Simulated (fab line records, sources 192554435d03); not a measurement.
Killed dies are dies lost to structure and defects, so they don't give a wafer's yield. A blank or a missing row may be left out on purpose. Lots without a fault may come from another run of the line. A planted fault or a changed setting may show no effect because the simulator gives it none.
fab line records | flow n5_finfet | part 2 of 2: steps 22 to 34 of 34
record lots=5 wafers=15 last_day=17
route steps=1938 shown SPACER0@259 SD_EPI_N@262
lots that met no fault: from a run of the same line without faults
start_h: hours from the record's first day to the start of the lot's first wafer shown | wait_h: hours since the lot's step before | " the same as in the row above | L1.1+2: a row that stands for several wafers | - no value, or no start given | * or withheld: withheld | < > ~ a bound
route shown NAME@n: a module of which the file shows steps, and the number in the route of the first | usual: mean/standard deviation of fault-free wafers | same: alike in all rows | chamber/n: place in a boat | sites: the reading at each site | _std_site: their standard deviation | _edge_site: outer sites' mean less inner sites' | radius_mm: how far each site lies from the wafer's centre | mask NAME#n: copy n | behind: the tool/chamber that last shaped the wafer | hold: why the lot was held/for how many hours/how that ended | device: the transistor (n, p or np) that didn't switch | end of line: the same wafers' tests at the end of the route | a step without rows: its recipe alone | killed: dies lost to structure and defects at the first sort, not the wafer's yield | map: a wafer's dies, x killed, . not, _ none there
set.NAME: the setting as run; set.NAME@STEP: as run at that earlier step | model.NAME: the simulator's own value behind a step, which no gauge read
lots at some steps of the route; a table a step, a row a wafer
services: from which hour (start_h, from the record's first day; less than 0 if before it) a tool's chamber was out of use, for how many hours, and why
## steps
# step N5_SD_EPI_N_STRIP_47
# recipe chemistry=CHF3/O2 resist=SiARC rf_frequency_hz=6e+07
# columns lot.wafer tool chamber start_h wait_h
L079.1+2+4 rie_diel-02 2,0,3 79.04 0.0
L091.1+3+4 rie_diel-05 0,1,3 156.95 0.0
L092.1+2+3 rie_diel-05 2,1,0 157.68 0.0
L093.3+4+5 rie_diel-02 3,1,2 165.48 0.0
L095.2+5+6 rie_diel-05 1,3,0 176.01 0.0
# step N5_SD_EPI_N_SD_RECESS_17
# recipe chemistry=HBr/Cl2/O2 target_depth_a=410 mask_material=SOC time_s=23.7 bt_time_s=3 pressure_mtorr=10 icp_w=800 bias_w=112 HBr_flow_sccm=150 Cl2_flow_sccm=80 O2_flow_sccm=12
# usual drypump_motor_current_A=5.6/0.61 oes_product_au=0.999/0.017 throttle_valve_pct=37.10/0.28
# columns lot.wafer tool chamber start_h wait_h drypump_motor_current_A oes_product_au rf_hours_counter_h throttle_valve_pct
L079.1 rie_si-04 3 79.07 0.0 5.5 1.010 86 37.27
L079.2 " 0 " " 5.8 1.008 99 36.90
L079.4 " 2 " " 4.8 0.966 115 36.57
L091.1 rie_si-01 2 156.98 0.0 5.9 1.015 40 36.82
L091.3 " 1 " " 5.9 1.006 12 37.20
L091.4 " 0 " " 5.8 1.016 3 36.88
L092.1 rie_si-01 0 157.71 0.0 5.8 1.016 3 36.86
L092.2 " 2 " " 5.9 1.018 40 36.83
L092.3 " 1 " " 5.9 1.001 13 37.19
L093.3 rie_si-03 3 165.51 0.0 6.3 0.973 18 37.32
L093.4 " 0 " " 4.7 1.005 124 37.48
L093.5 " 2 " " 5.8 0.978 - 37.40
L095.2 rie_si-01 0 176.04 0.0 5.8 1.021 4 36.88
L095.5 " 0 " " 5.8 1.019 - 36.88
L095.6 " 1 " " 5.9 1.002 - 37.19
# step N5_SD_EPI_N_STRIP_38
# recipe chemistry=N2/H2 power_w=1000 temp_c=250 h2_frac=0.65 overash_fraction=0.3 pressure_mtorr=withheld n2_flow_sccm=1750 h2_flow_sccm=3250
# usual drypump_motor_current_A=5.35/0.22 heater_power_w=307/24 oes_product_au=0.761/0.011
# columns lot.wafer tool chamber start_h wait_h drypump_motor_current_A heater_power_w oes_product_au rf_hours_counter_h
L079.1 plasma_asher-01 0 79.17 0.1 5.69 281 0.751 44
L079.2 " 1 " " 5.37 334 0.763 44
L079.4 " 1 " " 5.35 340 0.764 -
L091.1 plasma_asher-01 1 157.08 0.1 5.36 333 0.767 59
L091.3 " 0 " " 5.62 277 0.772 -
L091.4 " 1 " " 5.37 333 0.765 -
L092.1 plasma_asher-01 1 157.81 0.1 5.36 328 0.743 59
L092.2 " 0 " " 5.58 283 0.758 59
L092.3 " 1 " " 5.32 335 0.758 -
L093.3 plasma_asher-01 0 165.62 0.1 5.66 284 0.769 -
L093.4 " 1 " " 5.33 334 0.741 -
L093.5 " 0 " " 5.60 286 0.764 -
L095.2 plasma_asher-01 1 176.14 0.1 5.33 331 0.755 61
L095.5 " 0 " " 5.63 278 0.773 -
L095.6 " 1 " " 5.31 343 0.769 -
# step N5_SD_EPI_N_WET_ETCH_43
# recipe chemistry=dHF dilution=withheld time_s=14 target=SiO2 target_depth_a=15 temp_c=25
# columns lot.wafer tool chamber start_h wait_h
L079.1+2+4 wet_bench-01 5,4,0 79.26 -
L091.1+3+4 wet_bench-06 0,5,1 157.16 -
L092.1+2+3 wet_bench-06 2,4,1 157.89 -
L093.3+4+5 wet_bench-06 2,3,6 165.69 -
L095.2+5+6 wet_bench-01 2,3,0 176.23 -
# step N5_SD_EPI_N_STRIP_18
# recipe chemistry=SPM time_s=750 temp_c=130 h2so4_h2o2_vol_ratio=4
# columns lot.wafer tool chamber start_h wait_h
L079.1+2+4 wet_bench-01 5,4,0 79.26 0.0
L091.1+3+4 wet_bench-06 0,5,1 157.17 0.0
L092.1+2+3 wet_bench-06 2,4,1 157.90 0.0
L093.3+4+5 wet_bench-06 2,3,6 165.70 0.0
L095.2+5+6 wet_bench-01 2,3,0 176.23 0.0
# step N5_SD_EPI_N_SRD_20
# recipe dry=ipa_marangoni do_ppb=5 time_s=30 temp_c=23 rinse_liquid=diw
# columns lot.wafer tool chamber start_h wait_h
L079.1+2+4 wet_bench-01 5,4,0 79.47 0.0
L091.1+3+4 wet_bench-06 0,5,1 157.38 0.0
L092.1+2+3 wet_bench-06 2,4,1 158.11 0.0
L093.3+4+5 wet_bench-06 2,3,6 165.90 0.0
L095.2+5+6 wet_bench-01 2,3,0 176.44 0.0
# step N5_SD_EPI_N_PRECLEAN_48
# recipe chemistry=NF3:NH3 afs_cycles=2 temp_c=30 time_s=20 sublimation_temp_c=180 sublimation_time_s=60 pressure_torr=3 rf_power_w=30
# same afs_cycles=2
# columns lot.wafer tool chamber start_h wait_h
L079.1+2+4 epi_rpcvd-04 0 79.53 0.0
L091.1+3+4 epi_rpcvd-02 0 157.43 0.0
L092.1+2+3 epi_rpcvd-01 0 158.16 0.0
L093.3+4+5 epi_rpcvd-02 0 166.07 0.2
L095.2+5+6 epi_rpcvd-04 0 176.57 0.1
# step N5_SD_EPI_N_VAPOR_ETCH_50
# recipe chemistry=HCl target=Si temp_c=775 time_s=54 pressure_torr=20 mode=isotropic
# usual throttle_valve_pct=11.4/0.35
# columns lot.wafer tool chamber start_h wait_h throttle_valve_pct
L079.1 epi_rpcvd-04 0 80.01 0.4 12.1
L079.2 " 0 " " 12.0
L079.4 " 0 " " 12.3
L091.1 epi_rpcvd-02 0 157.79 0.3 11.3
L091.3 " 0 " " 11.5
L091.4 " 0 " " 11.2
L092.1 epi_rpcvd-01 0 158.64 0.4 11.0
L092.2 " 0 " " 11.2
L092.3 " 0 " " 11.1
L093.3 epi_rpcvd-02 0 166.37 0.2 11.4
L093.4 " 0 " " 11.4
L093.5 " 0 " " 11.3
L095.2 epi_rpcvd-04 0 177.01 0.4 12.1
L095.5 " 0 " " 12.2
L095.6 " 0 " " 12.1
# step N5_SD_EPI_N_EPI_21
# recipe material=Si:P dopant=P temp_c=680 pressure_torr=255 time_s=690
# columns lot.wafer tool chamber start_h wait_h
L079.1+2+4 epi_rpcvd-04 0 80.19 0.1
L091.1+3+4 epi_rpcvd-02 0 157.97 0.1
L092.1+2+3 epi_rpcvd-01 0 158.88 0.2
L093.3+4+5 epi_rpcvd-02 0 167.05 0.7
L095.2+5+6 epi_rpcvd-04 0 177.58 0.5
# step N5_SD_EPI_N_EPI_MEAS_23
# recipe mode=xrd
# usual thk_nm=59.0/1.1
# columns lot.wafer tool chamber start_h wait_h thk_nm
L079.1 film_metro-02 - 81.90 1.4 59.1
L079.2 " - " " 58.9
L079.4 " - " " 58.2
L091.1 film_metro-02 - 159.68 1.4 60.1
L091.3 " - " " 60.6
L091.4 " - " " 61.0
L092.1 film_metro-01 - 161.15 1.9 60.4
L092.2 " - " " 60.3
L092.3 " - " " 59.4
L093.3 film_metro-01 - 168.22 0.9 57.8
L093.4 " - " " 60.5
L093.5 " - " " 58.5
L095.2 film_metro-02 - 179.49 1.5 58.3
L095.5 " - " " 58.9
L095.6 " - " " 58.6
# step N5_SD_EPI_N_PRECLEAN_24
# recipe chemistry=O3/DIW time_s=60 temp_c=22 o3_ppm=10
# columns lot.wafer tool chamber start_h wait_h
L079.1+2+4 wet_bench-05 1,4,6 81.94 0.0
L091.1+3+4 wet_bench-01 0,6,2 159.72 0.0
L092.1+2+3 wet_bench-05 4,0,1 161.19 0.0
L093.3+4+5 wet_bench-01 0,7,6 168.25 0.0
L095.2+5+6 wet_bench-01 3,2,1 179.53 0.0
# step N5_SD_EPI_N_SRD_25
# recipe time_s=30 temp_c=23 rinse_liquid=diw dry=ipa_marangoni
# columns lot.wafer tool chamber start_h wait_h
L079.1+2+4 wet_bench-05 1,4,6 81.96 0.0
L091.1+3+4 wet_bench-01 0,6,2 159.74 0.0
L092.1+2+3 wet_bench-05 4,0,1 161.21 0.0
L093.3+4+5 wet_bench-01 0,7,6 168.27 0.0
L095.2+5+6 wet_bench-01 3,2,1 179.55 0.0
# step N5_SD_EPI_N_PRECLEAN_49
# recipe chemistry=NF3:NH3 afs_cycles=1 temp_c=30 time_s=20 sublimation_temp_c=180 sublimation_time_s=60 pressure_torr=3 rf_power_w=30
# same afs_cycles=1
# columns lot.wafer tool chamber start_h wait_h
L079.1+2+4 remote_plasma-01 1 82.00 0.0
L091.1+3+4 remote_plasma-01 1 159.79 0.0
L092.1+2+3 remote_plasma-01 0 161.26 0.0
L093.3+4+5 remote_plasma-01 0 168.38 0.1
L095.2+5+6 remote_plasma-02 0 179.63 0.1
## services
# columns tool chamber start_h hours kind
rie_diel-05 3 54.01 8.8 repair
arfi_scanner-01 - 57.83 1.3 pm
arfi_scanner-02 - 62.40 1.0 pm
ald_sin-03 1 74.73 13.9 repair
arfi_scanner-03 - 76.67 3.1 pm
arfi_scanner-01 - 78.18 3.1 pm
rie_diel-02 1 87.10 2.7 repair
ald_sin-02 - 87.48 14.0 pm
arfi_scanner-02 - 89.72 0.8 pm
arfi_scanner-01 - 95.18 3.9 pm
arfi_scanner-03 - 100.50 0.8 pm
ald_sin-02 - 101.48 2.8 pm
epi_rpcvd-01 - 106.04 5.4 repair
arfi_scanner-03 - 114.28 1.0 pm
epi_rpcvd-01 - 117.05 1.3 repair
rie_diel-02 0 122.41 2.5 repair
rie_si-04 2 123.18 11.6 repair
arfi_scanner-01 - 143.97 1.1 repair
rie_diel-02 0 151.41 1.6 repair
arfi_scanner-02 - 154.20 1.3 pm
ald_sin-01 0 155.73 9.2 repair
ald_sin-01 1 159.89 16.0 repair
ald_sin-01 - 176.75 14.0 pm
arfi_scanner-02 - 176.77 0.8 pm
